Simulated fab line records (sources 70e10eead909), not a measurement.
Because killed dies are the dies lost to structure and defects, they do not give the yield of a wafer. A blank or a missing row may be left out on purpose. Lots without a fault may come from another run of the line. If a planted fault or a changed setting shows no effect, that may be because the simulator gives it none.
fab line records | flow nandHarc | part 2 of 2: steps 23 to 28 of 28
record lots=5 | wafers=15 | lastDay=33
route steps=1302 shown A_STAIRCASE@710
lots that met no fault: from a run of the same line without faults
startH: hours from the record's first day to the start of the lot's first wafer shown | waitH: hours elapsed since this lot's preceding step | " unchanged from the row above | L1.1+2: several wafers, shown together as one row | - no value, or no start given | * or withheld: withheld | < > ~ a bound
route shown NAME@n: names a module that has steps shown in the file, with the first one's number in the route | usual: mean/standard deviation of fault-free wafers | same: alike in all rows | chamber/n: place in a boat | sites: the reading at each site | _std_site: standard deviation of those values | _edge_site: inner sites' mean taken away from outer sites' mean | radiusMm: for every site, how far away it sits from the centre of the wafer | mask NAME#n: copy n | behind: the last tool/chamber to shape the wafer | hold: reason for holding the lot/hours on hold/outcome of the hold | device: transistor that didn't switch, given as n, p or np | end of line: at the end of the route, the tests of the same wafers | where a step has no rows: the recipe by itself | killed: at the first sort, the dies lost to defects and structure; wafer yield is something else | map: per-die view of a wafer (x killed, . not killed, _ where there is no die)
set.NAME: the setting as run; set.NAME@STEP: as run at that earlier step | model.NAME: the simulator's own value behind a step, which no gauge read
lots at selected steps of the route; one table per step, one row per wafer
services: the hour from which a tool's chamber was out of use, counted from the record's first day as startH (under 0 if before that day), plus the number of hours and why
## steps
# step NHARC_A_STAIRCASE_TRIM_220
# recipe timeS=211.2 | o2FlowSccm=500 | arFlowSccm=0 | biasW=0 | chemistry=O2
# usual chamberPressureMTorr=59.99/0.068 | drypumpMotorCurrentA=5.9/0.49 | oesProductAu=1.000/0.007 | rfVppV=57.9/0.87 | showerheadPlenumPTorr=3.55/0.15 | throttleValvePct=17.037/0.0099
lot.wafer | tool       | chamber | startH | waitH | chamberPressureMTorr | drypumpMotorCurrentA | oesProductAu | rfHoursCounterH | rfVppV | showerheadPlenumPTorr | throttleValvePct
L075.2    | rieDiel-03 | 2       | 376.07 | 0.1   | 59.93                | 5.0                  | 0.988        | 25              | 57.1   | 3.46                  | 17.028
L075.6    | "          | 0       | "      | "     | 59.97                | 6.0                  | 1.003        | -               | 57.5   | 3.54                  | 17.039
L075.5    | "          | 1       | "      | "     | 59.95                | 5.2                  | 0.989        | -               | 58.7   | 3.79                  | 17.031
L081.2    | rieDiel-13 | 2       | 433.38 | 0.1   | 60.04                | 6.0                  | 0.994        | 34              | 57.9   | 3.54                  | 17.034
L081.1    | "          | 3       | "      | "     | 59.99                | 6.6                  | 0.989        | 30              | 58.0   | 3.38                  | 17.047
L081.6    | "          | 2       | "      | "     | 59.93                | 6.0                  | 0.995        | -               | 57.8   | 3.54                  | 17.042
L086.1    | rieDiel-12 | 1       | 475.47 | 0.1   | 60.02                | 6.3                  | 0.995        | 8               | 58.0   | 3.80                  | 17.021
L086.3    | "          | 0       | "      | "     | 60.08                | 6.2                  | 1.000        | 6               | 57.0   | 3.41                  | 17.029
L086.6    | "          | 1       | "      | "     | 59.96                | 6.3                  | 0.998        | -               | 58.4   | 3.80                  | 17.035
L092.4    | rieDiel-12 | 2       | 535.25 | 0.1   | 59.99                | 6.3                  | 1.003        | 28              | 58.5   | 3.46                  | 17.031
L092.1    | "          | 3       | "      | "     | 59.99                | 5.9                  | 1.002        | 26              | 58.1   | 3.75                  | 17.041
L092.2    | "          | 1       | "      | "     | 60.02                | 6.3                  | 1.000        | 29              | 58.4   | 3.79                  | 17.038
L095.4    | rieDiel-03 | 1       | 575.76 | 0.1   | 59.95                | 5.2                  | 1.000        | 35              | 57.8   | 3.76                  | 17.045
L095.2    | "          | 2       | "      | "     | 59.85                | 5.0                  | 0.992        | 25              | 57.5   | 3.43                  | 17.037
L095.1    | "          | 3       | "      | "     | 59.96                | 6.2                  | 1.000        | 38              | 56.6   | 3.48                  | 17.035
# step NHARC_A_STAIRCASE_ETCH_221
# recipe targetDepthA=1000 | timeS=40.5 | ionEnergyEv=400 | c4f8FlowSccm=20 | o2FlowSccm=10 | arFlowSccm=withheld | rfW=600 | biasW=1000 | chemistry=C4F8/O2
# usual chamberPressureMTorr=24.99/0.041 | oesProductAu=0.939/0.012 | rfVppV=897/5.5
lot.wafer | tool       | chamber | startH | waitH | chamberPressureMTorr | oesProductAu | rfHoursCounterH | rfVppV
L075.2    | rieDiel-03 | 1       | -      | -     | 25.01                | 0.943        | 23              | 906
L075.6    | "          | 1       | "      | "     | 25.03                | 0.957        | -               | 906
L075.5    | "          | 2       | "      | "     | 24.96                | 0.950        | -               | 895
L081.1    | rieDiel-13 | 2       | -      | -     | 25.00                | 0.931        | 34              | 898
L081.2    | "          | 1       | "      | "     | 25.00                | 0.945        | 20              | 886
L081.6    | "          | 3       | "      | "     | 25.04                | 0.934        | -               | 891
L086.3    | rieDiel-12 | 3       | -      | -     | 24.98                | 0.951        | 6               | 903
L086.1    | "          | 0       | "      | "     | 25.00                | 0.948        | 6               | 891
L086.6    | "          | 3       | "      | "     | 25.00                | 0.947        | -               | 904
L092.2    | rieDiel-12 | 0       | -      | -     | 24.97                | 0.933        | 25              | 892
L092.1    | "          | 2       | "      | "     | 25.01                | 0.934        | 28              | 893
L092.4    | "          | 3       | "      | "     | 24.98                | 0.940        | 26              | 903
L095.2    | rieDiel-03 | 1       | -      | -     | 25.01                | 0.921        | 35              | 903
L095.4    | "          | 2       | "      | "     | 25.01                | 0.922        | 25              | 894
L095.1    | "          | 3       | "      | "     | 25.00                | 0.949        | 38              | 894
# step NHARC_A_STAIRCASE_TRIM_222
# recipe timeS=211.2 | o2FlowSccm=500 | arFlowSccm=0 | biasW=0 | chemistry=O2
# usual chamberPressureMTorr=60.01/0.054 | drypumpMotorCurrentA=5.9/0.5 | oesProductAu=1.000/0.0077 | rfVppV=57.7/0.88 | showerheadPlenumPTorr=3.55/0.16 | throttleValvePct=17.037/0.0093
lot.wafer | tool       | chamber | startH | waitH | chamberPressureMTorr | drypumpMotorCurrentA | oesProductAu | rfHoursCounterH | rfVppV | showerheadPlenumPTorr | throttleValvePct
L075.2    | rieDiel-03 | 1       | -      | -     | 59.97                | 5.2                  | 0.996        | 23              | 58.3   | 3.79                  | 17.026
L075.5    | "          | 1       | "      | "     | 59.95                | 5.2                  | 0.992        | -               | 59.6   | 3.79                  | 17.032
L075.6    | "          | 2       | "      | "     | 60.12                | 5.0                  | 0.982        | -               | 57.6   | 3.46                  | 17.025
L081.1    | rieDiel-13 | 2       | -      | -     | 60.08                | 6.0                  | 0.990        | 34              | 55.4   | 3.54                  | 17.038
L081.2    | "          | 3       | "      | "     | 60.10                | 6.6                  | 1.000        | 30              | 57.9   | 3.38                  | 17.020
L081.6    | "          | 1       | "      | "     | 60.02                | 6.4                  | 0.995        | -               | 57.2   | 3.29                  | 17.032
L086.1    | rieDiel-12 | 0       | -      | -     | 60.02                | 6.2                  | 0.997        | 6               | 58.8   | 3.41                  | 17.033
L086.3    | "          | 1       | "      | "     | 59.97                | 6.2                  | 0.991        | 8               | 58.3   | 3.80                  | 17.026
L086.6    | "          | 2       | "      | "     | 60.00                | 6.3                  | 0.989        | -               | 56.6   | 3.47                  | 17.018
L092.4    | rieDiel-12 | 2       | -      | -     | 60.02                | 6.3                  | 0.998        | 28              | 57.4   | 3.46                  | 17.052
L092.2    | "          | 3       | "      | "     | 60.04                | 5.9                  | 1.005        | 26              | 58.6   | 3.75                  | 17.051
L092.1    | "          | 1       | "      | "     | 59.97                | 6.2                  | 1.005        | 30              | 58.1   | 3.79                  | 17.033
L095.1    | rieDiel-03 | 2       | -      | -     | 59.96                | 5.0                  | 0.986        | 25              | 57.6   | 3.43                  | 17.032
L095.4    | "          | 3       | "      | "     | 60.09                | 6.1                  | 0.991        | 38              | 56.4   | 3.48                  | 17.049
L095.2    | "          | 1       | "      | "     | 60.05                | 5.2                  | 1.001        | 35              | 58.1   | 3.75                  | 17.045
# step NHARC_A_STAIRCASE_ETCH_223
# recipe targetDepthA=1000 | timeS=40.5 | ionEnergyEv=400 | c4f8FlowSccm=20 | o2FlowSccm=10 | arFlowSccm=withheld | rfW=600 | biasW=1000 | chemistry=C4F8/O2
# usual chamberPressureMTorr=24.998/0.023 | oesProductAu=0.941/0.0095 | rfVppV=897/5.8
lot.wafer | tool       | chamber | startH | waitH | chamberPressureMTorr | oesProductAu | rfHoursCounterH | rfVppV
L075.2    | rieDiel-03 | 2       | -      | -     | 25.014               | 0.933        | 25              | 892
L075.5    | "          | 3       | "      | "     | 24.983               | 0.955        | -               | 895
L075.6    | "          | 0       | "      | "     | 24.980               | 0.947        | -               | 897
L081.2    | rieDiel-13 | 3       | -      | -     | 25.019               | 0.942        | 30              | 891
L081.1    | "          | 2       | "      | "     | 24.994               | 0.933        | 34              | 895
L081.6    | "          | 2       | "      | "     | 24.981               | 0.933        | -               | 895
L086.3    | rieDiel-12 | 0       | -      | -     | 25.001               | 0.950        | 6               | 893
L086.1    | "          | 2       | "      | "     | 24.984               | 0.941        | 8               | 895
L086.6    | "          | 0       | "      | "     | 25.002               | 0.940        | -               | 891
L092.4    | rieDiel-12 | 1       | -      | -     | 24.988               | 0.946        | 30              | 903
L092.1    | "          | 2       | "      | "     | 24.971               | 0.932        | 28              | 894
L092.2    | "          | 3       | "      | "     | 25.007               | 0.938        | 26              | 904
L095.2    | rieDiel-03 | 2       | -      | -     | 24.951               | 0.937        | 25              | 892
L095.1    | "          | 0       | "      | "     | 25.014               | 0.954        | 31              | 897
L095.4    | "          | 1       | "      | "     | 25.019               | 0.941        | 35              | 904
# step NHARC_A_STAIRCASE_TRIM_224
# recipe timeS=211.2 | o2FlowSccm=500 | arFlowSccm=0 | biasW=0 | chemistry=O2
# usual chamberPressureMTorr=60.00/0.054 | drypumpMotorCurrentA=5.9/0.49 | oesProductAu=0.999/0.0072 | rfVppV=57.7/0.95 | showerheadPlenumPTorr=3.55/0.16 | throttleValvePct=17.037/0.0093
lot.wafer | tool       | chamber | startH | waitH | chamberPressureMTorr | drypumpMotorCurrentA | oesProductAu | rfHoursCounterH | rfVppV | showerheadPlenumPTorr | throttleValvePct
L075.2    | rieDiel-03 | 2       | -      | -     | 60.03                | 5.0                  | 1.002        | 25              | 58.5   | 3.46                  | 17.048
L075.6    | "          | 2       | "      | "     | 59.96                | 5.0                  | 1.010        | -               | 58.7   | 3.46                  | 17.019
L075.5    | "          | 3       | "      | "     | 59.96                | 6.2                  | 1.012        | -               | 57.6   | 3.51                  | 17.034
L081.1    | rieDiel-13 | 1       | -      | -     | 59.99                | 6.4                  | 0.989        | 20              | 57.4   | 3.29                  | 17.027
L081.2    | "          | 3       | "      | "     | 60.06                | 6.6                  | 0.982        | 30              | 57.9   | 3.38                  | 17.050
L081.6    | "          | 3       | "      | "     | 59.94                | 6.6                  | 0.986        | -               | 56.2   | 3.38                  | 17.045
L086.1    | rieDiel-12 | 1       | -      | -     | 60.04                | 6.2                  | 0.993        | 8               | 58.1   | 3.80                  | 17.042
L086.3    | "          | 3       | "      | "     | 59.96                | 5.9                  | 1.001        | 6               | 57.8   | 3.77                  | 17.034
L086.6    | "          | 1       | "      | "     | 59.94                | 6.2                  | 1.002        | -               | 57.5   | 3.80                  | 17.025
L092.1    | rieDiel-12 | 2       | -      | -     | 60.10                | 6.3                  | 1.002        | 28              | 57.6   | 3.46                  | 17.033
L092.2    | "          | 3       | "      | "     | 60.01                | 5.9                  | 1.009        | 26              | 57.4   | 3.75                  | 17.044
L092.4    | "          | 0       | "      | "     | 59.98                | 6.2                  | 0.999        | 25              | 58.4   | 3.40                  | 17.035
L095.2    | rieDiel-03 | 3       | -      | -     | 60.04                | 6.1                  | 0.995        | 38              | 56.9   | 3.48                  | 17.034
L095.4    | "          | 1       | "      | "     | 59.96                | 5.2                  | 0.988        | 35              | 57.5   | 3.75                  | 17.043
L095.1    | "          | 2       | "      | "     | 59.97                | 5.0                  | 0.996        | 25              | 56.7   | 3.43                  | 17.037
# step NHARC_A_STAIRCASE_ETCH_225
# recipe targetDepthA=1000 | timeS=40.5 | ionEnergyEv=400 | c4f8FlowSccm=20 | o2FlowSccm=10 | arFlowSccm=withheld | rfW=600 | biasW=1000 | chemistry=C4F8/O2
# usual chamberPressureMTorr=25.001/0.021 | oesProductAu=0.940/0.01 | rfVppV=896/5.5
lot.wafer | tool       | chamber | startH | waitH | chamberPressureMTorr | oesProductAu | rfHoursCounterH | rfVppV
L075.2    | rieDiel-03 | 1       | -      | -     | 25.010               | 0.941        | 23              | 905
L075.6    | "          | 0       | "      | "     | 25.011               | 0.943        | -               | 898
L075.5    | "          | 1       | "      | "     | 25.019               | 0.939        | -               | 906
L081.2    | rieDiel-13 | 1       | -      | -     | 25.015               | 0.934        | 20              | 887
L081.1    | "          | 2       | "      | "     | 25.015               | 0.941        | 34              | 896
L081.6    | "          | 3       | "      | "     | 25.009               | 0.931        | -               | 890
L086.3    | rieDiel-12 | 1       | -      | -     | 24.995               | 0.935        | 8               | 906
L086.1    | "          | 2       | "      | "     | 24.980               | 0.948        | 9               | 894
L086.6    | "          | 1       | "      | "     | 24.984               | 0.936        | -               | 906
L092.4    | rieDiel-12 | 2       | -      | -     | 25.001               | 0.931        | 29              | 895
L092.2    | "          | 0       | "      | "     | 24.998               | 0.942        | 25              | 891
L092.1    | "          | 1       | "      | "     | 25.022               | 0.943        | 30              | 905
L095.1    | rieDiel-03 | 1       | -      | -     | 24.988               | 0.943        | 35              | 903
L095.4    | "          | 2       | "      | "     | 24.989               | 0.950        | 25              | 891
L095.2    | "          | 0       | "      | "     | 24.982               | 0.935        | 31              | 896
## services
tool           | chamber | startH | hours | kind
rieDiel-13     | 1       | 358.12 | 7.6   | repair
rieDiel-13     | 3       | 361.39 | 11.8  | repair
wetBench-06    | -       | 369.60 | 8.0   | pm
rieDiel-13     | 1       | 377.44 | 22.5  | repair
wetBench-03    | -       | 386.40 | 8.0   | pm
rieDiel-13     | 0       | 393.35 | 49.3  | repair
lithoTrack-02  | -       | 402.00 | 7.0   | pm
plasmaAsher-01 | -       | 408.28 | 6.2   | repair
wetBench-03    | -       | 409.02 | 1.3   | repair
lithoTrack-07  | -       | 426.01 | 7.0   | pm
krfScanner-02  | -       | 438.00 | 4.0   | pm
rieDiel-13     | 1       | 441.15 | 3.3   | repair
rieDiel-12     | -       | 446.18 | 9.0   | pm
rieDiel-13     | 1       | 448.55 | 5.9   | repair
lithoTrack-03  | -       | 450.00 | 7.0   | pm
rieDiel-03     | -       | 458.33 | 9.0   | pm
wetBench-06    | -       | 478.69 | 3.0   | repair
rieDiel-12     | -       | 488.80 | 1.9   | repair
wetBench-07    | -       | 502.57 | 0.8   | repair
rieDiel-12     | 2       | 505.50 | 4.2   | repair
wetBench-07    | -       | 512.00 | 8.0   | pm
rieDiel-13     | -       | 519.08 | 9.0   | pm
rieDiel-03     | 1       | 519.91 | 10.9  | repair
rieDiel-03     | 3       | 561.84 | 2.6   | repair
